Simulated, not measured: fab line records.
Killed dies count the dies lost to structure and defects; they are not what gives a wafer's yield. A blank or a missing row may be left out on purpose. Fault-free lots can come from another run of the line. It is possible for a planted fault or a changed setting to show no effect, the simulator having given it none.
Matching of chambers | flow n5_finfet | N5_SD_EPI_P_ETCH_37 on rie_diel-05 has 4 sister chambers
The step etches SOC in N2/H2, overetch 108 nm, time 486 s. 14 wafers are shown with their chamber, then 7 later ones without.

== EACH WAFER AND ITS CHAMBER ==
wafer  | chamber | throttle_valve_pct (%) | showerhead_plenum_p_Torr (Torr) | oes_product_au (a.u.)
L077.2 | 0       | 23.57                  | 2.51                            | 0.66
L077.3 | 2       | 23.39                  | 2.54                            | 0.71
L077.6 | 3       | 23.35                  | 2.49                            | 0.64
L078.2 | 3       | 23.38                  | 2.49                            | 0.65
L078.4 | 0       | 23.58                  | 2.51                            | 0.66
L078.6 | 0       | 23.60                  | 2.51                            | 0.66
L080.1 | 0       | 23.59                  | 2.51                            | 0.66
L080.5 | 3       | 23.36                  | 2.49                            | 0.64
L080.6 | 2       | 23.38                  | 2.54                            | 0.71
L087.2 | 1       | 23.76                  | 2.51                            | 0.64
L087.4 | 0       | 23.59                  | 2.51                            | 0.65
L087.6 | 3       | 23.39                  | 2.48                            | 0.64
L089.2 | 0       | 23.58                  | 2.51                            | 0.65
L089.4 | 1       | 23.77                  | 2.51                            | 0.64

SIGNATURES, as means of the wafers listed above
reading                  | chamber 0 | chamber 1 | chamber 2 | chamber 3 | scatter within a chamber
throttle_valve_pct       | 23.5850   | 23.7650   | 23.3850   | 23.3700   | 0.0128
showerhead_plenum_p_Torr | 2.5100    | 2.5100    | 2.5400    | 2.4875    | 0.00274
oes_product_au           | 0.6567    | 0.6400    | 0.7100    | 0.6425    | 0.00456
Rule: for each reading, subtract the chamber's mean from the wafer's reading, divide by that reading's scatter and square the result; add these up over the readings and take the root, which gives the wafer's distance from the chamber. If the next closest chamber is less than 2 further off than the closest, the wafer can't be placed; otherwise it belongs to the closest. How the scatter is found: for the shown wafers, subtract from each reading the mean of its chamber, square and add these, divide the total by (wafers less chambers), then take the root.

== WAFERS WITHOUT THEIR CHAMBER ==
wafer  | throttle_valve_pct (%) | showerhead_plenum_p_Torr (Torr) | oes_product_au (a.u.)
L089.5 | 23.75                  | 2.51                            | 0.64
L092.2 | 23.39                  | 2.48                            | 0.62
L092.3 | 23.77                  | 2.51                            | 0.63
L092.4 | 23.41                  | 2.53                            | 0.68
L095.4 | 23.77                  | 2.51                            | 0.63
L095.5 | 23.43                  | 2.52                            | 0.68
L095.6 | 23.60                  | 2.50                            | 0.64

== CHAMBER TAKEN BY EACH ==
wafer  | from the rows above | in truth
L089.5 | 1                   | 1
L092.2 | 3                   | 3
L092.3 | 1                   | 1
L092.4 | 2                   | 2
L095.4 | 1                   | 1
L095.5 | 2                   | 2
L095.6 | 0                   | 0
7 of 7 placed correctly. Left unplaced by these rows: 0. Number placed wrongly: 0.
